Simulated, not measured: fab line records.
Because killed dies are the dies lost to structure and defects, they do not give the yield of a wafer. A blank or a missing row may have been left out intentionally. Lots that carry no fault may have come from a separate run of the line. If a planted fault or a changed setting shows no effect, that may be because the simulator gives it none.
fab line records	flow nand_harc
record lots=24	wafers=72	last_day=33
route steps=1302 shown A_M1@1181
lots that met no fault: from a run of the same line without faults
start_h: hours from the record's opening day to when the first of the lot's shown wafers began	wait_h: hours since the lot's step before	" same as the row above	L1.1+2: several wafers, shown together as one row	- value missing, or start not given	* or withheld: withheld	< > ~ a bound
route shown NAME@n: names a module that has steps shown in the file, with the first one's number in the route	usual: mean/standard deviation taken from wafers without a fault	same: alike in all rows	chamber/n: place in a boat	sites: the reading at each site	_std_site: standard deviation across them	_edge_site: inner sites' mean taken away from outer sites' mean	radius_mm: for every site, how far away it sits from the centre of the wafer	mask NAME#n: copy n	behind: the most recent tool/chamber to have shaped the wafer	hold: the reason the lot was held/the length of the hold in hours/how it ended	device: transistor that didn't switch, given as n, p or np	end of line: at the end of the route, the tests of the same wafers	a step with no rows: only its recipe	killed: at the first sort, the dies lost to defects and structure; wafer yield is something else	map: per-die view of a wafer (x killed, . not killed, _ where there is no die)
set.NAME: the run value of the setting; set.NAME@STEP: its run value at that earlier step	model.NAME: the simulator's own value behind a step, which no gauge read
one table for each step of the route and one row for each wafer, over a sample of lots
services: the hour from which a tool's chamber was out of use, counted from the record's first day as start_h (under 0 if before that day), plus the number of hours and why
## steps
# step NHARC_A_M1_INSPECT_11
# usual raw_defect_count=94/35
lot.wafer	tool	chamber	start_h	wait_h	raw_defect_count
L075.1	defect_inspect-02	-	534.07	0.0	23
L075.5	"	-	"	"	28
L075.6	"	-	"	"	17
L074.2	defect_inspect-01	-	538.78	0.0	57
L074.4	"	-	"	"	40
L074.6	"	-	"	"	53
L076.1	defect_inspect-02	-	545.88	0.0	152
L076.2	"	-	"	"	172
L076.3	"	-	"	"	116
L077.2	defect_inspect-01	-	548.02	0.0	66
L077.3	"	-	"	"	53
L077.4	"	-	"	"	57
L078.1	defect_inspect-01	-	578.71	0.0	99
L078.2	"	-	"	"	111
L078.6	"	-	"	"	114
L080.1	defect_inspect-01	-	594.70	0.0	68
L080.2	"	-	"	"	73
L080.4	"	-	"	"	74
L079.1	defect_inspect-02	-	597.32	0.0	103
L079.2	"	-	"	"	123
L079.6	"	-	"	"	117
L081.1	defect_inspect-01	-	609.57	0.0	152
L081.5	"	-	"	"	174
L081.6	"	-	"	"	176
L082.1	defect_inspect-01	-	617.83	0.0	70
L082.4	"	-	"	"	66
L082.5	"	-	"	"	62
L086.2	defect_inspect-02	-	625.17	0.0	62
L086.4	"	-	"	"	71
L086.6	"	-	"	"	67
L084.1	defect_inspect-01	-	625.67	0.0	144
L084.2	"	-	"	"	125
L084.6	"	-	"	"	111
L085.1	defect_inspect-02	-	628.63	0.0	114
L085.4	"	-	"	"	121
L085.6	"	-	"	"	115
L083.2	defect_inspect-01	-	631.35	0.0	89
L083.3	"	-	"	"	106
L083.4	"	-	"	"	89
L087.1	defect_inspect-02	-	657.77	0.0	163
L087.2	"	-	"	"	156
L087.3	"	-	"	"	130
L089.3	defect_inspect-02	-	657.97	0.0	76
L089.4	"	-	"	"	64
L089.6	"	-	"	"	67
L088.4	defect_inspect-01	-	674.17	0.0	87
L088.5	"	-	"	"	93
L088.6	"	-	"	"	101
L090.2	defect_inspect-02	-	688.67	0.0	54
L090.3	"	-	"	"	70
L090.6	"	-	"	"	60
L091.1	defect_inspect-02	-	710.36	0.0	85
L091.4	"	-	"	"	91
L091.5	"	-	"	"	84
L092.2	defect_inspect-02	-	711.54	0.0	141
L092.3	"	-	"	"	155
L092.4	"	-	"	"	143
L093.2	defect_inspect-02	-	716.65	0.0	93
L093.4	"	-	"	"	97
L093.6	"	-	"	"	104
L094.1	defect_inspect-02	-	717.97	0.0	94
L094.5	"	-	"	"	87
L094.6	"	-	"	"	93
L095.1	defect_inspect-02	-	727.08	0.0	73
L095.4	"	-	"	"	79
L095.6	"	-	"	"	83
L096.1	defect_inspect-02	-	745.99	0.0	80
L096.5	"	-	"	"	102
L096.6	"	-	"	"	98
L097.2	defect_inspect-01	-	763.13	0.0	99
L097.4	"	-	"	"	98
L097.6	"	-	"	"	104
# step NHARC_A_M1_ETCH_15
# recipe target_depth_a=1825	time_s=91.2	c4f8_flow_sccm=withheld	ar_flow_sccm=400	rf_w=600	bias_w=300	chemistry=C4F8/Ar
# usual oes_product_au=0.944/0.022	rf_vpp_V=440/3.1
lot.wafer	tool	chamber	start_h	wait_h	oes_product_au	rf_hours_counter_h	rf_vpp_V
L075.1	rie_diel-02	0	-	-	0.963	3.4	438
L075.6	"	1	"	"	0.964	-	445
L075.5	"	2	"	"	0.924	-	445
L074.2	rie_diel-01	1	-	-	0.922	8.9	438
L074.4	"	3	"	"	0.928	8.1	441
L074.6	"	1	"	"	0.930	-	437
L076.2	rie_diel-03	2	-	-	0.925	1.6	440
L076.3	"	3	"	"	0.920	1.6	445
L076.1	"	1	"	"	0.928	1.9	442
L077.4	rie_diel-01	2	-	-	0.981	9.9	439
L077.2	"	0	"	"	0.963	9.2	436
L077.3	"	1	"	"	0.964	9.0	440
L078.2	rie_diel-02	1	-	-	0.915	6.8	446
L078.1	"	0	"	"	0.917	5.9	439
L078.6	"	2	"	"	0.920	-	444
L080.2	rie_diel-03	3	-	-	0.953	2.4	445
L080.4	"	0	"	"	0.988	2.6	436
L080.1	"	1	"	"	0.963	3.0	442
L079.1	rie_diel-03	0	-	-	0.973	2.7	438
L079.2	"	1	"	"	0.963	3.0	443
L079.6	"	2	"	"	0.986	-	438
L081.1	rie_diel-03	0	-	-	0.937	3.7	437
L081.6	"	3	"	"	0.926	-	445
L081.5	"	0	"	"	0.934	-	437
L082.4	rie_diel-01	1	-	-	0.950	3.4	440
L082.1	"	3	"	"	0.956	3.5	437
L082.5	"	2	"	"	0.939	-	438
L086.4	rie_diel-03	1	-	-	0.959	4.4	443
L086.2	"	3	"	"	0.978	3.2	444
L086.6	"	1	"	"	0.953	-	444
L084.2	rie_diel-03	3	-	-	0.962	3.3	446
L084.1	"	0	"	"	0.985	4.2	436
L084.6	"	0	"	"	0.980	-	436
L085.1	rie_diel-01	2	-	-	0.961	4.3	439
L085.4	"	0	"	"	0.968	3.9	437
L085.6	"	2	"	"	0.960	-	438
L083.3	rie_diel-01	0	-	-	0.929	4.0	437
L083.4	"	1	"	"	0.924	4.2	440
L083.2	"	2	"	"	0.929	4.5	438
L087.2	rie_diel-01	2	-	-	0.925	5.4	438
L087.1	"	3	"	"	0.942	6.0	438
L087.3	"	1	"	"	0.918	6.2	440
L089.3	rie_diel-02	2	-	-	0.930	2.5	444
L089.4	"	3	"	"	0.943	3.0	438
L089.6	"	0	"	"	0.935	-	440
L088.4	rie_diel-01	3	-	-	0.955	6.7	439
L088.6	"	3	"	"	0.952	-	440
L088.5	"	0	"	"	0.955	-	437
L090.3	rie_diel-01	2	-	-	0.922	6.3	438
L090.2	"	0	"	"	0.930	7.0	437
L090.6	"	1	"	"	0.926	-	441
L091.4	rie_diel-01	0	-	-	0.978	8.5	438
L091.1	"	1	"	"	0.960	8.5	439
L091.5	"	0	"	"	0.988	-	437
L092.3	rie_diel-01	0	-	-	0.926	8.5	438
L092.2	"	2	"	"	0.930	7.8	436
L092.4	"	3	"	"	0.931	8.4	440
L093.2	rie_diel-03	1	-	-	0.918	2.0	442
L093.4	"	0	"	"	0.931	1.9	437
L093.6	"	2	"	"	0.928	-	438
L094.1	rie_diel-03	1	-	-	0.915	2.0	443
L094.6	"	1	"	"	0.919	-	440
L094.5	"	2	"	"	0.924	-	440
L095.4	rie_diel-03	3	-	-	0.965	2.6	445
L095.1	"	2	"	"	0.976	2.8	438
L095.6	"	0	"	"	0.962	-	438
L096.1	rie_diel-03	3	-	-	0.935	3.2	444
L096.6	"	2	"	"	0.925	-	436
L096.5	"	3	"	"	0.930	-	444
L097.2	rie_diel-03	2	-	-	0.922	3.7	438
L097.4	"	0	"	"	0.937	3.2	436
L097.6	"	2	"	"	0.931	-	440
# step NHARC_A_M1_DEGAS_29
# recipe temp_c=250	time_s=60
# usual heater_power_w=339/28
lot.wafer	tool	chamber	start_h	wait_h	heater_power_w
L075.1	pvd_sputter-01	-	535.17	-	336
L075.6	"	-	"	"	395
L075.5	"	-	"	"	340
L074.2	pvd_sputter-03	-	539.88	-	302
L074.4	"	-	"	"	346
L074.6	"	-	"	"	351
L076.3	pvd_sputter-03	-	547.08	-	350
L076.2	"	-	"	"	296
L076.1	"	-	"	"	297
L077.3	pvd_sputter-01	-	549.18	-	339
L077.2	"	-	"	"	353
L077.4	"	-	"	"	374
L078.2	pvd_sputter-03	-	579.80	-	298
L078.1	"	-	"	"	353
L078.6	"	-	"	"	356
L080.1	pvd_sputter-02	-	595.78	-	360
L080.4	"	-	"	"	287
L080.2	"	-	"	"	313
L079.2	pvd_sputter-03	-	598.41	-	346
L079.1	"	-	"	"	303
L079.6	"	-	"	"	356
L081.1	pvd_sputter-02	-	610.67	-	295
L081.5	"	-	"	"	320
L081.6	"	-	"	"	352
L082.4	pvd_sputter-03	-	618.94	-	297
L082.1	"	-	"	"	349
L082.5	"	-	"	"	302
L086.4	pvd_sputter-01	-	626.24	-	391
L086.2	"	-	"	"	357
L086.6	"	-	"	"	339
L084.2	pvd_sputter-03	-	626.75	-	305
L084.1	"	-	"	"	300
L084.6	"	-	"	"	305
L085.1	pvd_sputter-02	-	629.73	-	319
L085.4	"	-	"	"	347
L085.6	"	-	"	"	296
L083.3	pvd_sputter-02	-	632.44	-	350
L083.4	"	-	"	"	289
L083.2	"	-	"	"	349
L087.2	pvd_sputter-02	-	658.85	-	345
L087.3	"	-	"	"	321
L087.1	"	-	"	"	357
L089.4	pvd_sputter-01	-	659.06	-	391
L089.3	"	-	"	"	353
L089.6	"	-	"	"	335
L088.4	pvd_sputter-02	-	675.25	-	347
L088.6	"	-	"	"	362
L088.5	"	-	"	"	347
L090.2	pvd_sputter-01	-	690.23	-	338
L090.3	"	-	"	"	355
L090.6	"	-	"	"	339
L091.1	pvd_sputter-02	-	711.45	-	350
L091.4	"	-	"	"	355
L091.5	"	-	"	"	360
L092.3	pvd_sputter-01	-	712.62	-	360
L092.2	"	-	"	"	387
L092.4	"	-	"	"	354
L093.4	pvd_sputter-02	-	717.74	-	353
L093.2	"	-	"	"	352
L093.6	"	-	"	"	309
L094.1	pvd_sputter-02	-	719.07	-	350
L094.5	"	-	"	"	313
L094.6	"	-	"	"	320
L095.4	pvd_sputter-03	-	728.16	-	304
L095.1	"	-	"	"	306
L095.6	"	-	"	"	297
L096.1	pvd_sputter-01	-	747.07	-	361
L096.6	"	-	"	"	367
L096.5	"	-	"	"	350
L097.4	pvd_sputter-02	-	764.21	-	359
L097.2	"	-	"	"	357
L097.6	"	-	"	"	354
# step NHARC_A_M1_CMP_23
# recipe t_overpolish_s=20	target_thk_nm=154.34
# usual edge_zone_pressure_frac=1.000/0.0048	motor_current_A=11.8/0.9	time_to_endpoint_s=29.7/2.4
lot.wafer	tool	chamber	start_h	wait_h	edge_zone_pressure_frac	motor_current_A	time_to_endpoint_s
L075.1	cmp-02	0	536.31	-	0.997	12.1	30.4
L075.5	"	2	"	"	0.993	10.9	29.5
L075.6	"	3	"	"	1.001	13.0	31.6
L074.2	cmp-03	2	540.95	-	1.008	10.8	34.6
L074.4	"	1	"	"	0.997	10.7	31.0
L074.6	"	2	"	"	1.006	11.0	32.4
L076.1	cmp-02	0	548.47	-	1.003	12.0	30.0
L076.2	"	2	"	"	1.007	10.3	29.1
L076.3	"	3	"	"	1.002	12.4	32.7
L077.4	cmp-03	3	550.57	-	0.999	12.4	29.9
L077.2	"	0	"	"	0.994	13.3	25.5
L077.3	"	2	"	"	0.998	10.9	28.7
L078.1	cmp-02	0	580.89	-	1.005	11.7	30.9
L078.2	"	1	"	"	0.997	11.5	32.3
L078.6	"	0	"	"	1.002	12.1	31.5
L080.1	cmp-03	3	596.86	-	1.005	13.6	32.0
L080.4	"	1	"	"	0.994	10.4	32.8
L080.2	"	2	"	"	1.001	10.4	29.7
L079.2	cmp-04	3	599.50	-	0.995	11.4	31.2
L079.1	"	0	"	"	0.997	11.7	28.2
L079.6	"	2	"	"	1.002	12.6	28.8
L081.1	cmp-03	1	611.76	-	0.999	11.4	29.0
L081.6	"	0	"	"	1.000	13.5	28.6
L081.5	"	1	"	"	0.997	10.8	31.0
L082.4	cmp-02	0	620.06	-	1.005	11.9	26.5
L082.1	"	1	"	"	0.991	11.1	29.1
L082.5	"	0	"	"	1.000	12.2	25.2
L086.4	cmp-04	3	627.33	-	0.997	11.2	33.7
L086.2	"	0	"	"	0.999	11.2	31.3
L086.6	"	0	"	"	1.002	11.5	30.4
L084.2	cmp-03	1	627.83	-	0.997	11.5	30.6
L084.1	"	0	"	"	1.002	12.5	31.7
L084.6	"	2	"	"	0.996	10.4	32.5
L085.1	cmp-02	3	630.87	-	1.001	12.4	25.1
L085.4	"	0	"	"	1.008	12.2	26.1
L085.6	"	1	"	"	1.002	11.2	25.9
L083.4	cmp-04	1	633.52	-	0.999	11.3	27.6
L083.3	"	3	"	"	0.999	11.4	29.5
L083.2	"	0	"	"	1.001	10.9	26.2
L087.3	cmp-04	3	659.98	-	1.005	11.9	29.6
L087.2	"	0	"	"	0.997	11.2	26.3
L087.1	"	2	"	"	0.994	12.0	30.0
L089.3	cmp-03	3	660.19	-	1.004	13.7	30.3
L089.4	"	1	"	"	1.003	11.0	28.1
L089.6	"	2	"	"	0.999	10.8	31.3
L088.4	cmp-04	3	676.38	-	1.002	10.8	31.3
L088.6	"	1	"	"	0.997	12.0	29.6
L088.5	"	2	"	"	1.004	11.7	29.1
L090.2	cmp-03	2	691.34	-	0.997	10.2	29.6
L090.3	"	3	"	"	1.010	13.2	27.1
L090.6	"	2	"	"	1.001	10.7	31.2
L091.4	cmp-02	0	712.59	-	1.007	11.4	30.1
L091.1	"	1	"	"	0.997	11.4	31.2
L091.5	"	3	"	"	1.003	13.0	34.2
L092.4	cmp-03	0	713.76	-	0.993	13.2	27.9
L092.3	"	1	"	"	1.002	11.1	29.5
L092.2	"	2	"	"	0.995	10.7	31.7
L093.2	cmp-04	3	718.87	-	1.005	11.6	33.6
L093.4	"	0	"	"	0.990	11.5	30.8
L093.6	"	1	"	"	1.002	11.5	30.0
L094.1	cmp-04	3	720.40	-	0.997	11.5	31.7
L094.5	"	2	"	"	0.992	12.1	33.1
L094.6	"	3	"	"	0.995	11.4	32.5
L095.4	cmp-04	3	729.23	-	1.002	12.1	27.3
L095.1	"	1	"	"	0.998	11.7	26.4
L095.6	"	3	"	"	1.001	11.5	31.8
L096.1	cmp-04	1	748.51	-	1.009	12.4	29.5
L096.6	"	2	"	"	0.998	12.1	28.2
L096.5	"	3	"	"	0.996	11.9	32.1
L097.2	cmp-02	1	765.32	-	0.990	11.7	26.4
L097.4	"	3	"	"	1.010	12.9	27.1
L097.6	"	0	"	"	0.998	12.4	23.2
# step NHARC_A_M1_THK_MEAS_24
# recipe thk_meas_gauge=xrf
# usual thk_nm=154.5/1.5
lot.wafer	tool	chamber	start_h	wait_h	thk_nm
L075.1	film_metro-02	-	536.57	-	155.8
L075.5	"	-	"	"	152.7
L075.6	"	-	"	"	156.4
L074.2	film_metro-02	-	541.28	-	153.7
L074.4	"	-	"	"	154.4
L074.6	"	-	"	"	156.5
L076.1	film_metro-02	-	548.78	-	155.2
L076.2	"	-	"	"	153.0
L076.3	"	-	"	"	155.2
L077.2	film_metro-02	-	550.88	-	155.9
L077.3	"	-	"	"	154.1
L077.4	"	-	"	"	156.1
L078.1	film_metro-02	-	581.18	-	155.3
L078.2	"	-	"	"	155.7
L078.6	"	-	"	"	154.1
L080.1	film_metro-02	-	597.17	-	154.8
L080.2	"	-	"	"	152.4
L080.4	"	-	"	"	154.3
L079.1	film_metro-02	-	599.79	-	154.8
L079.2	"	-	"	"	156.1
L079.6	"	-	"	"	155.1
L081.1	film_metro-02	-	612.05	-	153.2
L081.5	"	-	"	"	153.8
L081.6	"	-	"	"	152.1
L082.1	film_metro-02	-	620.34	-	154.7
L082.4	"	-	"	"	154.6
L082.5	"	-	"	"	152.1
L086.2	film_metro-02	-	627.64	-	154.5
L086.4	"	-	"	"	155.1
L086.6	"	-	"	"	155.7
L084.1	film_metro-02	-	628.15	-	153.3
L084.2	"	-	"	"	155.8
L084.6	"	-	"	"	156.0
L085.1	film_metro-01	-	631.14	-	154.7
L085.4	"	-	"	"	153.6
L085.6	"	-	"	"	155.9
L083.2	film_metro-02	-	633.83	-	154.1
L083.3	"	-	"	"	153.9
L083.4	"	-	"	"	153.5
L087.1	film_metro-01	-	660.29	-	151.8
L087.2	"	-	"	"	152.9
L087.3	"	-	"	"	154.4
L089.3	film_metro-02	-	660.48	-	155.9
L089.4	"	-	"	"	152.3
L089.6	"	-	"	"	154.4
L088.4	film_metro-02	-	676.64	-	154.5
L088.5	"	-	"	"	151.7
L088.6	"	-	"	"	154.1
L090.2	film_metro-02	-	691.65	-	154.1
L090.3	"	-	"	"	151.9
L090.6	"	-	"	"	153.2
L091.1	film_metro-01	-	712.85	-	154.3
L091.4	"	-	"	"	154.6
L091.5	"	-	"	"	155.2
L092.2	film_metro-01	-	714.05	-	155.6
L092.3	"	-	"	"	154.6
L092.4	"	-	"	"	155.7
L093.2	film_metro-02	-	719.14	-	156.4
L093.4	"	-	"	"	154.9
L093.6	"	-	"	"	152.4
L094.1	film_metro-01	-	720.69	-	158.8
L094.5	"	-	"	"	154.0
L094.6	"	-	"	"	155.6
L095.1	film_metro-02	-	729.54	-	154.7
L095.4	"	-	"	"	157.1
L095.6	"	-	"	"	155.8
L096.1	film_metro-02	-	748.74	-	150.9
L096.5	"	-	"	"	155.6
L096.6	"	-	"	"	153.8
L097.2	film_metro-01	-	765.61	-	152.7
L097.4	"	-	"	"	153.7
L097.6	"	-	"	"	150.3
# step NHARC_A_M1_INSPECT_27
# usual raw_defect_count=560/150
lot.wafer	tool	chamber	start_h	wait_h	raw_defect_count
L075.1	defect_inspect-02	-	536.73	0.0	717
L075.5	"	-	"	"	788
L075.6	"	-	"	"	547
L074.2	defect_inspect-01	-	541.43	0.0	447
L074.4	"	-	"	"	424
L074.6	"	-	"	"	384
L076.1	defect_inspect-01	-	548.94	0.0	660
L076.2	"	-	"	"	569
L076.3	"	-	"	"	399
L077.2	defect_inspect-01	-	551.04	0.0	444
L077.3	"	-	"	"	322
L077.4	"	-	"	"	396
L078.1	defect_inspect-02	-	581.33	0.0	570
L078.2	"	-	"	"	716
L078.6	"	-	"	"	523
L080.1	defect_inspect-01	-	597.33	0.0	884
L080.2	"	-	"	"	679
L080.4	"	-	"	"	577
L079.1	defect_inspect-01	-	599.95	0.0	666
L079.2	"	-	"	"	1040
L079.6	"	-	"	"	627
L081.1	defect_inspect-02	-	612.20	0.0	451
L081.5	"	-	"	"	455
L081.6	"	-	"	"	494
L082.1	defect_inspect-02	-	620.50	0.0	506
L082.4	"	-	"	"	396
L082.5	"	-	"	"	392
L086.2	defect_inspect-01	-	627.80	0.0	551
L086.4	"	-	"	"	462
L086.6	"	-	"	"	617
L084.1	defect_inspect-02	-	628.31	0.0	445
L084.2	"	-	"	"	442
L084.6	"	-	"	"	490
L085.1	defect_inspect-02	-	631.29	0.0	739
L085.4	"	-	"	"	536
L085.6	"	-	"	"	556
L083.2	defect_inspect-01	-	633.99	0.0	515
L083.3	"	-	"	"	469
L083.4	"	-	"	"	624
L087.1	defect_inspect-01	-	660.45	0.0	482
L087.2	"	-	"	"	520
L087.3	"	-	"	"	492
L089.3	defect_inspect-02	-	660.65	0.0	463
L089.4	"	-	"	"	312
L089.6	"	-	"	"	411
L088.4	defect_inspect-02	-	676.80	0.0	396
L088.5	"	-	"	"	374
L088.6	"	-	"	"	484
L090.2	defect_inspect-02	-	691.81	0.0	535
L090.3	"	-	"	"	661
L090.6	"	-	"	"	533
L091.1	defect_inspect-01	-	713.00	0.0	487
L091.4	"	-	"	"	584
L091.5	"	-	"	"	558
L092.2	defect_inspect-02	-	714.21	0.0	662
L092.3	"	-	"	"	738
L092.4	"	-	"	"	690
L093.2	defect_inspect-01	-	719.29	0.0	637
L093.4	"	-	"	"	447
L093.6	"	-	"	"	628
L094.1	defect_inspect-02	-	720.84	0.0	546
L094.5	"	-	"	"	501
L094.6	"	-	"	"	498
L095.1	defect_inspect-02	-	729.70	0.0	850
L095.4	"	-	"	"	504
L095.6	"	-	"	"	523
L096.1	defect_inspect-01	-	748.90	0.0	642
L096.5	"	-	"	"	815
L096.6	"	-	"	"	1205
L097.2	defect_inspect-01	-	765.77	0.0	612
L097.4	"	-	"	"	545
L097.6	"	-	"	"	752
## services
tool	chamber	start_h	hours	kind
rie_diel-01	0	511.60	4.0	repair
rie_diel-03	0	540.87	9.5	repair
cmp-04	-	550.98	0.8	repair
cmp-03	-	554.16	4.0	pm
rie_diel-01	-	557.85	9.0	pm
cmp-04	-	581.27	1.5	repair
rie_diel-03	3	597.96	4.0	repair
cmp-04	-	601.00	4.0	pm
rie_diel-01	2	634.99	5.9	repair
rie_diel-03	-	635.30	9.0	pm
pvd_sputter-02	-	638.00	10.0	pm
cmp-03	-	652.16	4.0	pm
rie_diel-03	-	668.42	0.7	repair
cmp-04	-	672.55	1.0	repair
rie_diel-01	3	679.15	2.7	repair
cmp-03	-	681.45	3.3	repair
cmp-03	-	685.28	1.4	repair
cmp-04	-	698.95	1.3	repair
cmp-04	-	700.27	4.0	pm
rie_diel-03	3	705.32	3.8	repair
cmp-04	-	716.17	1.6	repair
rie_diel-01	-	734.85	9.0	pm
cmp-03	-	750.16	4.0	pm
cmp-03	-	756.16	3.6	repair
## key
fault none
